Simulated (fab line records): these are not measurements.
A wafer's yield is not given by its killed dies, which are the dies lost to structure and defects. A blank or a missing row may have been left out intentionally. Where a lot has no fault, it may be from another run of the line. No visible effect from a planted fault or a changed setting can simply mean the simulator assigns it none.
Matching of chambers | flow nand harc | 3 sister chambers for NHARC_A_STAIRCASE_DEP_325 on pecvd-02
The step deposits SiO2, target thk 3800 nm. 6 wafers are shown with their chamber, then 7 later ones without.

WAFERS WITH THEIR CHAMBER
wafer  | chamber | heater power w (W)
L159.2 | 2       | 649
L171.1 | 1       | 858
L171.4 | 2       | 568
L171.5 | 0       | 531
L169.1 | 1       | 771
L169.5 | 0       | 541

WAFERS WITH NO CHAMBER GIVEN
wafer  | heater power w (W)
L169.6 | 723
L174.1 | 633
L174.3 | 590
L174.6 | 549
L178.4 | 550
L178.5 | 580
L178.6 | 716

THE CHAMBER EACH PASSED THROUGH
wafer  | from the rows above          | in truth
L169.6 | can't be placed: 1 or 2 or 0 | 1
L174.1 | can't be placed: 2 or 0      | 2
L174.3 | can't be placed: 2 or 0      | 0
L174.6 | can't be placed: 0 or 2      | 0
L178.4 | can't be placed: 0 or 2      | 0
L178.5 | can't be placed: 2 or 0      | 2
L178.6 | can't be placed: 1 or 2 or 0 | 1
Placed correctly: 0 of 7. Cannot be placed on the basis of these rows: 7; the candidates contain the true chamber in 7. 0 placed wrongly.
How it was worked out, from the rows above alone: a wafer's distance from a chamber is the root of the sum, over the readings, of the square of ((its reading less the chamber's mean) divided by the reading's scatter). If the next closest chamber is less than 2 further off than the closest, the wafer can't be placed; otherwise it belongs to the closest. A chamber's mean is the mean of its shown wafers. How the scatter is found: for the shown wafers, subtract from each reading the mean of its chamber, square and add these, divide the total by (wafers less chambers), then take the root.
